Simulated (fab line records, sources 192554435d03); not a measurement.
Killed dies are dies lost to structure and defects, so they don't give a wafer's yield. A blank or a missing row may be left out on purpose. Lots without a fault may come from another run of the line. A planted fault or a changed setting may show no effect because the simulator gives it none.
Chamber matching | flow n5_finfet | N5_BEOL_M7_ETCH_72 on rie_diel-02: 4 sister chambers
The step etches underlayer in N2/H2, target depth 6.5 nm, time 5.2 s. 4 wafers are shown with their chamber, then 11 later ones without.

WAFERS WITH THEIR CHAMBER
wafer  | chamber | showerhead_plenum_p_Torr (Torr)
L083.4 | 2       | 2.43
L090.5 | 0       | 2.60
L088.1 | 3       | 2.57
L092.1 | 1       | 2.69

WAFERS WITHOUT THEIR CHAMBER
wafer  | showerhead_plenum_p_Torr (Torr)
L092.2 | 2.60
L092.6 | 2.42
L091.1 | 2.56
L091.2 | 2.60
L091.6 | 2.57
L093.1 | 2.60
L093.4 | 2.42
L093.6 | 2.42
L096.2 | 2.60
L096.4 | 2.56
L096.5 | 2.60

WHICH CHAMBER EACH WENT THROUGH
wafer  | from the rows above | in truth
L092.2 | 0                   | 0
L092.6 | 2                   | 2
L091.1 | 3                   | 3
L091.2 | 0                   | 0
L091.6 | 3                   | 3
L093.1 | 0                   | 0
L093.4 | 2                   | 2
L093.6 | 2                   | 2
L096.2 | 0                   | 0
L096.4 | 3                   | 3
L096.5 | 0                   | 0
Placed correctly: 11 of 11. Can't be placed from these rows: 0. Placed wrongly: 0.
How it was worked out, from the rows above alone: a wafer's distance from a chamber is the root of the sum, over the readings, of the square of ((its reading less the chamber's mean) divided by the reading's scatter). The wafer belongs to the nearest chamber; if the next one is less than 2 further off, it can't be placed. A chamber's mean is the mean of its shown wafers. The scatter: with one shown wafer a chamber, the root of the mean of the squares of how far each hidden wafer lies from its nearest shown one.
